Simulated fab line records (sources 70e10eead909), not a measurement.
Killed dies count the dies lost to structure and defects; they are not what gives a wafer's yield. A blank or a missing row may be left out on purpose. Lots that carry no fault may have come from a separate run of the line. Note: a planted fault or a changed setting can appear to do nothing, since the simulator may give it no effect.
Chamber matching    flow nand-harc    rie-diel-02 running NHARC_P_M1_DESCUM_14: 4 sister chambers
The step chemistry O2, time 3 s. 4 wafers are shown with their chamber, then 10 later ones without.

== EACH WAFER AND ITS CHAMBER ==
wafer   chamber  showerhead-plenum-p-Torr (Torr)
L081.4  1        1.97
L082.5  0        1.80
L084.1  2        1.84
L084.3  3        2.04

== WAFERS WITH NO CHAMBER GIVEN ==
wafer   showerhead-plenum-p-Torr (Torr)
L084.6  1.97
L086.1  1.79
L086.4  1.84
L086.5  1.79
L087.1  1.97
L087.2  1.84
L087.3  2.04
L093.2  1.79
L093.4  1.97
L093.6  1.79

== WHICH CHAMBER EACH WENT THROUGH ==
wafer   from the rows above  in truth
L084.6  1                    1
L086.1  0                    0
L086.4  2                    2
L086.5  0                    0
L087.1  1                    1
L087.2  2                    2
L087.3  3                    3
L093.2  0                    0
L093.4  1                    1
L093.6  0                    0
Correctly placed: 10 of 10. Not placeable from these rows: 0. Wrongly placed: 0.
How it was worked out, from the rows above alone: a wafer's distance from a chamber is the root of the sum, over the readings, of the square of ((its reading less the chamber's mean) divided by the reading's scatter). The wafer belongs to the nearest chamber; if the next one is less than 2 further off, it can't be placed. Each chamber's mean is taken over the wafers shown for it. The scatter (one wafer shown for each chamber): square how far every hidden wafer sits from the nearest shown wafer, average those squares and take the square root.
